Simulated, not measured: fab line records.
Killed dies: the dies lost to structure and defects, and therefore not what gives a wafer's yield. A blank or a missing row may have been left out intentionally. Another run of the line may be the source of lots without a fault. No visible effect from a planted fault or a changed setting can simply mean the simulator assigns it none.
Matching of chambers ; flow n5 finfet ; N5_BEOL_M0_ETCH_128 on rie diel-02: 4 sister chambers
The step etches SiCN in CF4/N2, target depth 12 nm, overetch 5.1 nm, time 21.4 s. 18 wafers are shown with their chamber, then 9 later ones without.

== EACH WAFER AND ITS CHAMBER ==
wafer;chamber;drypump motor current A (A);showerhead plenum p Torr (Torr);throttle valve pct (%)
L074.3;1;6.1;2.13;15.47
L074.4;2;5.7;2.17;15.46
L074.6;1;6.1;2.13;15.49
L077.1;2;5.7;2.17;15.48
L077.2;1;6.1;2.13;15.51
L077.6;2;5.7;2.17;15.49
L078.3;1;6.1;2.12;15.50
L078.5;2;5.7;2.17;15.50
L078.6;1;6.1;2.13;15.50
L084.1;2;5.7;2.16;15.51
L084.4;1;6.1;2.12;15.53
L084.6;3;5.9;2.31;15.14
L087.1;1;6.2;2.12;15.54
L087.4;2;5.7;2.16;15.51
L087.5;0;5.2;2.20;15.62
L088.1;2;5.7;2.16;15.53
L088.3;1;6.1;2.12;15.55
L088.6;3;5.9;2.30;15.16

SIGNATURES (averages over the wafers above)
reading;chamber 0;chamber 1;chamber 2;chamber 3;scatter within a chamber
drypump motor current A;5.200;6.112;5.700;5.900;0.025
showerhead plenum p Torr;2.2000;2.1250;2.1657;2.3050;0.00549
throttle valve pct;15.6200;15.5113;15.4971;15.1500;0.0245
Rule: a wafer's distance from a chamber is the root of the sum, over the readings, of the square of ((its reading less the chamber's mean) divided by the reading's scatter). The wafer belongs to the nearest chamber; if the next one is less than 2 further off, it can't be placed. The scatter: the root of (the sum of the squares of (reading less its chamber's mean) over the shown wafers, divided by (wafers less chambers)).

== WAFERS WHOSE CHAMBER IS MISSING ==
wafer;drypump motor current A (A);showerhead plenum p Torr (Torr);throttle valve pct (%)
L090.2;5.9;2.30;15.17
L090.4;5.2;2.20;15.60
L090.6;5.7;2.16;15.52
L092.1;6.1;2.11;15.57
L092.2;5.7;2.15;15.54
L092.5;5.9;2.30;15.19
L097.2;5.9;2.29;15.21
L097.3;5.2;2.19;15.65
L097.5;5.7;2.15;15.54

== WHICH CHAMBER EACH ONE RAN IN ==
wafer;from the rows above;in truth
L090.2;3;3
L090.4;0;0
L090.6;2;2
L092.1;1;1
L092.2;2;2
L092.5;3;3
L097.2;3;3
L097.3;0;0
L097.5;2;2
Correctly placed: 9 of 9. From these rows, 0 cannot be placed. Placed wrongly: 0.
